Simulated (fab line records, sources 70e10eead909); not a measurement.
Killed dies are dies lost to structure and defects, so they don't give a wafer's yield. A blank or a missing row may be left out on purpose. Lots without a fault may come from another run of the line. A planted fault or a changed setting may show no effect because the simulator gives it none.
Chamber matching | flow nand_harc | NHARC_A_STAIRCASE_ETCH_444 on rie_diel-11: 4 sister chambers
The step etches the open film in C4F8/O2, target depth 20400 nm, time 6800 s. 18 wafers are shown with their chamber, then 9 later ones without.

WAFERS WITH THEIR CHAMBER
wafer  | chamber | rf_vpp_V (V) | oes_product_au (a.u.)
L077.2 | 0       | 805          | 0.981
L077.4 | 2       | 814          | 0.959
L077.5 | 2       | 816          | 0.953
L078.1 | 3       | 800          | 0.940
L078.3 | 1       | 810          | 0.950
L078.6 | 2       | 815          | 0.944
L080.1 | 3       | 800          | 0.925
L080.2 | 0       | 804          | 0.923
L080.4 | 1       | 809          | 0.939
L083.3 | 0       | 804          | 0.918
L083.5 | 0       | 805          | 0.914
L083.6 | 3       | 800          | 0.917
L087.1 | 3       | 799          | 0.921
L087.5 | 2       | 814          | 0.927
L087.6 | 1       | 808          | 0.925
L088.2 | 2       | 814          | 0.936
L088.3 | 1       | 810          | 0.932
L088.6 | 3       | 800          | 0.929

SIGNATURES (means of the wafers above)
reading        | chamber 0 | chamber 1 | chamber 2 | chamber 3 | scatter within a chamber
rf_vpp_V       | 804.50    | 809.25    | 814.60    | 799.80    | 0.744
oes_product_au | 0.93400   | 0.93650   | 0.94380   | 0.92640   | 0.0175
Rule: a wafer's distance from a chamber is the root of the sum, over the readings, of the square of ((its reading less the chamber's mean) divided by the reading's scatter). The wafer belongs to the nearest chamber; if the next one is less than 2 further off, it can't be placed. The scatter: the root of (the sum of the squares of (reading less its chamber's mean) over the shown wafers, divided by (wafers less chambers)).

WAFERS WITHOUT THEIR CHAMBER
wafer  | rf_vpp_V (V) | oes_product_au (a.u.)
L091.2 | 816          | 0.924
L091.4 | 799          | 0.924
L091.5 | 800          | 0.934
L094.1 | 800          | 0.992
L094.2 | 815          | 0.987
L094.3 | 802          | 0.975
L097.1 | 809          | 0.944
L097.3 | 798          | 0.942
L097.4 | 804          | 0.944

WHICH CHAMBER EACH WENT THROUGH
wafer  | from the rows above     | in truth
L091.2 | 2                       | 2
L091.4 | 3                       | 3
L091.5 | 3                       | 3
L094.1 | 3                       | 3
L094.2 | 2                       | 2
L094.3 | can't be placed: 3 or 0 | 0
L097.1 | 1                       | 1
L097.3 | 3                       | 3
L097.4 | 0                       | 0
Placed correctly: 8 of 9. Can't be placed from these rows: 1 (the true chamber is among the candidates in 1). Placed wrongly: 0.
